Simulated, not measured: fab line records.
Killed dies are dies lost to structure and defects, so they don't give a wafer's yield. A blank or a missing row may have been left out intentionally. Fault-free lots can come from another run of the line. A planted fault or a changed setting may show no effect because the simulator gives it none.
Matching of chambers + flow nand harc + NHARC_P_M0_DEP_00 on pecvd-01: 3 sister chambers
The step deposits SiOC, target thk 150 nm. 5 wafers are shown with their chamber, then 7 later ones without.

## WAFERS WITH THEIR CHAMBER
| wafer  | chamber | showerhead vpp V (V) |
|--------|---------|----------------------|
| L465.1 | 1       | 1570                 |
| L471.5 | 2       | 1509                 |
| L471.6 | 0       | 1585                 |
| L472.1 | 0       | 1564                 |
| L472.2 | 2       | 1486                 |

## WAFERS WHOSE CHAMBER IS MISSING
| wafer  | showerhead vpp V (V) |
|--------|----------------------|
| L472.6 | 1508                 |
| L475.1 | 1553                 |
| L475.3 | 1537                 |
| L475.5 | 1528                 |
| L476.3 | 1498                 |
| L476.4 | 1519                 |
| L476.6 | 1570                 |

## THE CHAMBER EACH PASSED THROUGH
| wafer  | from the rows above          | in truth |
|--------|------------------------------|----------|
| L472.6 | 2                            | 2        |
| L475.1 | can't be placed: 1 or 0      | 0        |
| L475.3 | can't be placed: 1 or 0 or 2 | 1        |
| L475.5 | can't be placed: 2 or 1 or 0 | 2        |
| L476.3 | 2                            | 2        |
| L476.4 | can't be placed: 2 or 1      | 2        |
| L476.6 | can't be placed: 1 or 0      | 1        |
Placed correctly: 2 of 7. Not placeable from these rows: 5 (in 5, the candidates include the true chamber). Number placed wrongly: 0.
How it was worked out, from the rows above alone: a wafer's distance from a chamber is the root of the sum, over the readings, of the square of ((its reading less the chamber's mean) divided by the reading's scatter). If the next closest chamber is less than 2 further off than the closest, the wafer can't be placed; otherwise it belongs to the closest. A chamber's mean is the mean of its shown wafers. The scatter: take each reading less its chamber's mean, square it, sum over the shown wafers, divide by the number of wafers less the number of chambers, and take the root.
